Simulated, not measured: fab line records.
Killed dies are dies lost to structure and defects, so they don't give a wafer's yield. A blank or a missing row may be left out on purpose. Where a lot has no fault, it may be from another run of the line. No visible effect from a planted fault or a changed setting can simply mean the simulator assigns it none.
Matching of chambers    flow n5-finfet    N5_BEOL_M4_DEP_57 on pecvd-04 has 3 sister chambers
The step deposits SiCN from 3MS/NH3, target thk 8 nm, time 14 s. 3 wafers are shown with their chamber, then 7 later ones without.

== WAFERS WITH THEIR CHAMBER ==
wafer   chamber  throttle-valve-pct (%)
L088.2  1        8.4
L088.6  0        9.3
L093.5  2        8.5

== WAFERS WHOSE CHAMBER IS MISSING ==
wafer   throttle-valve-pct (%)
L093.6  8.4
L096.2  8.4
L096.4  8.9
L096.6  8.2
L095.1  8.4
L095.3  8.9
L095.4  9.3

== WHICH CHAMBER EACH WENT THROUGH ==
wafer   from the rows above           in truth
L093.6  can't be placed: 1 or 2       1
L096.2  can't be placed: 1 or 2       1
L096.4  can't be placed: 0 or 2 or 1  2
L096.6  can't be placed: 1 or 2       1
L095.1  can't be placed: 1 or 2       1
L095.3  can't be placed: 0 or 2 or 1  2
L095.4  0                             0
1 of 7 placed correctly. Unplaceable from these rows: 6, with the true chamber sitting among the candidates in 6. Number placed wrongly: 0.
How it was worked out, from the rows above alone: a wafer's distance from a chamber is the root of the sum, over the readings, of the square of ((its reading less the chamber's mean) divided by the reading's scatter). If the next closest chamber is less than 2 further off than the closest, the wafer can't be placed; otherwise it belongs to the closest. For every chamber, the mean is computed from those of its wafers that are shown. The scatter (one wafer shown for each chamber): square how far every hidden wafer sits from the nearest shown wafer, average those squares and take the square root.
